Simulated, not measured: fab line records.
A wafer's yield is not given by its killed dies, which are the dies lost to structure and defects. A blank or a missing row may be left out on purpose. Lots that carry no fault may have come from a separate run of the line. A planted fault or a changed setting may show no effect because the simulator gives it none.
Chamber matching :: flow nand-harc :: NHARC_A_CHANNEL_FILL_D2_ETCHBACK_19 on rie-si-06 has 4 sister chambers
The step etches the open film in HBr/Cl2, target depth 5 nm, time 1.7 s. 8 wafers are shown with their chamber, then 8 later ones without.

WAFERS, EACH WITH ITS CHAMBER
wafer: L080.1
chamber: 2
drypump-motor-current-A (A): 6.4
oes-product-au (a.u.): 0.991

wafer: L080.6
chamber: 3
drypump-motor-current-A (A): 5.4
oes-product-au (a.u.): 0.983

wafer: L079.5
chamber: 3
drypump-motor-current-A (A): 5.3
oes-product-au (a.u.): 0.990

wafer: L079.6
chamber: 0
drypump-motor-current-A (A): 5.3
oes-product-au (a.u.): 1.011

wafer: L085.1
chamber: 1
drypump-motor-current-A (A): 5.4
oes-product-au (a.u.): 0.971

wafer: L085.2
chamber: 2
drypump-motor-current-A (A): 6.4
oes-product-au (a.u.): 1.016

wafer: L085.3
chamber: 0
drypump-motor-current-A (A): 5.3
oes-product-au (a.u.): 1.005

wafer: L088.1
chamber: 1
drypump-motor-current-A (A): 5.4
oes-product-au (a.u.): 0.998

WAFERS WITH NO CHAMBER GIVEN
wafer: L088.2
drypump-motor-current-A (A): 5.3
oes-product-au (a.u.): 1.017

wafer: L088.3
drypump-motor-current-A (A): 5.3
oes-product-au (a.u.): 0.991

wafer: L090.3
drypump-motor-current-A (A): 6.4
oes-product-au (a.u.): 1.000

wafer: L090.4
drypump-motor-current-A (A): 5.4
oes-product-au (a.u.): 0.990

wafer: L090.6
drypump-motor-current-A (A): 5.3
oes-product-au (a.u.): 0.993

wafer: L095.1
drypump-motor-current-A (A): 5.3
oes-product-au (a.u.): 1.008

wafer: L095.2
drypump-motor-current-A (A): 6.4
oes-product-au (a.u.): 1.002

wafer: L095.3
drypump-motor-current-A (A): 5.3
oes-product-au (a.u.): 1.005

CHAMBER TAKEN BY EACH
wafer: L088.2
from the rows above: 0
in truth: 0

wafer: L088.3
from the rows above: can't be placed: 0 or 3 or 1
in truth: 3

wafer: L090.3
from the rows above: 2
in truth: 2

wafer: L090.4
from the rows above: can't be placed: 1 or 3
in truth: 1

wafer: L090.6
from the rows above: can't be placed: 0 or 3 or 1
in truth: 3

wafer: L095.1
from the rows above: 0
in truth: 0

wafer: L095.2
from the rows above: 2
in truth: 2

wafer: L095.3
from the rows above: can't be placed: 0 or 3
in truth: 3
Correctly placed: 4 of 8. Unplaceable from these rows: 4, with the true chamber sitting among the candidates in 4. Placed wrongly: 0.
How it was worked out, from the rows above alone: a wafer's distance from a chamber is the root of the sum, over the readings, of the square of ((its reading less the chamber's mean) divided by the reading's scatter). The wafer belongs to the nearest chamber; if the next one is less than 2 further off, it can't be placed. The mean given for a chamber averages the wafers shown for that chamber. The scatter: the root of (the sum of the squares of (reading less its chamber's mean) over the shown wafers, divided by (wafers less chambers)).
